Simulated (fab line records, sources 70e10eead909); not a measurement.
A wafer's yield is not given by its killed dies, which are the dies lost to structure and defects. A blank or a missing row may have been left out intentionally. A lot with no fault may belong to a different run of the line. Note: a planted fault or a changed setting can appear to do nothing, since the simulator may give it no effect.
Which tool was responsible? + flow nand_harc + 11 lots with 33 wafers sampled at 4 steps, on a route of 1302 steps

## WHAT THE GAUGES SHOWED, per wafer
NHARC_P_GATE_CD_MEAS_59: target cd 720 nm.
| lot  | measured     | on        | cd_nm (nm)        |
|------|--------------|-----------|-------------------|
| L076 | day 6 06:53  | cd_sem-02 | 718.5 718.8 720.4 |
| L078 | day 7 06:13  | cd_sem-03 | 719.6 719.0 721.2 |
| L080 | day 8 00:04  | cd_sem-02 | 721.3 721.0 720.9 |
| L081 | day 8 18:13  | cd_sem-01 | 719.6 719.3 720.7 |
| L084 | day 9 17:37  | cd_sem-01 | 720.6 720.2 721.3 |
| L086 | day 10 11:58 | cd_sem-02 | 719.9 719.4 720.5 |
| L088 | day 11 19:46 | cd_sem-02 | 719.7 718.9 719.1 |
| L090 | day 12 09:01 | cd_sem-03 | 720.4 719.5 719.1 |
| L092 | day 12 23:23 | cd_sem-03 | 719.7 718.8 720.6 |
| L094 | day 13 21:44 | cd_sem-01 | 724.1 720.5 721.2 |
| L096 | day 15 01:21 | cd_sem-03 | 719.4 719.9 718.5 |

## WHICH TOOL RAN EACH LOT (tool, then ch and the chambers of the sampled wafers, then the start)
| lot  | NHARC_P_GATE_ALD_36               | NHARC_P_GATE_ETCHBACK_37                      | NHARC_P_GATE_STRIP_75                |
|------|-----------------------------------|-----------------------------------------------|--------------------------------------|
| L076 | ald_sin-02 ch 1,3, day 5 19:48    | rie_diel-03 ch 1,2,3, day 6 06:05 or earlier  | plasma_asher-01 ch 0,1, day 6 06:05  |
| L078 | ald_sin-02 ch 0,1,2, day 6 18:09  | rie_diel-02 ch 0,1,3, day 7 05:26 or earlier  | plasma_asher-01 ch 0,1, day 7 05:26  |
| L080 | ald_sin-03 ch 0,2,3, day 7 14:03  | rie_diel-02 ch 0,2, day 7 23:16 or earlier    | plasma_asher-02 ch 1, day 7 23:16    |
| L081 | ald_sin-01 ch 0,2,3, day 8 06:57  | rie_diel-03 ch 1,2,3, day 8 17:18 or earlier  | plasma_asher-01 ch 0,1, day 8 17:18  |
| L084 | ald_sin-02 ch 1,2, day 9 06:20    | rie_diel-13 ch 0,2, day 9 16:42 or earlier    | plasma_asher-02 ch 0,1, day 9 16:42  |
| L086 | ald_sin-03 ch 0,1,3, day 10 01:49 | rie_diel-03 ch 2,3, day 10 11:04 or earlier   | plasma_asher-02 ch 0,1, day 10 11:04 |
| L088 | ald_sin-01 ch 1,2, day 11 03:57   | rie_diel-03 ch 2,3, day 11 18:52 or earlier   | plasma_asher-01 ch 0,1, day 11 18:52 |
| L090 | ald_sin-02 ch 0,2,3, day 11 20:53 | rie_diel-02 ch 0,3, day 12 08:07 or earlier   | plasma_asher-01 ch 0,1, day 12 08:07 |
| L092 | ald_sin-03 ch 2,3, day 12 12:06   | rie_diel-13 ch 2,3, day 12 22:28 or earlier   | plasma_asher-02 ch 0,1, day 12 22:28 |
| L094 | ald_sin-01 ch 0,1,2, day 13 10:34 | rie_diel-02 ch 2,3, day 13 20:49 or earlier   | plasma_asher-01 ch 1, day 13 20:49   |
| L096 | ald_sin-03 ch 0,1,3, day 14 13:09 | rie_diel-02 ch 0,2,3, day 15 00:26 or earlier | plasma_asher-01 ch 0,1, day 15 00:26 |
- NHARC_P_GATE_ALD_36: deposits SiNx, target thk 20 nm, pulse time 60 s, ald cycles 223.
- NHARC_P_GATE_ETCHBACK_37: etches the open film in CHF3/O2, target depth 34.5 nm, time 17.2 s.
- NHARC_P_GATE_STRIP_75: strips in O2.

## THE ANSWER, worked out from the rows above alone
Rule: usual is defined by the lots themselves. The widest of any qualifying gaps counts: lots, ordered by their means at a reading, are off when they make up no more than a third of the lots, leave a main group of 4 or more, and stand apart from it by 3 or more times the standard deviation of that group's means. The tables above print the reading to a certain number of digits; a main group whose means all agree to those digits is not used. A lot without any number at a reading at which 4 lots or more have one is off too. Where the step has rows for the other lots, those lots are counted as sound.
Across all readings shown, no lot is off: no conclusion can be drawn from this.

## WHAT THE SIMULATOR HAD INSERTED
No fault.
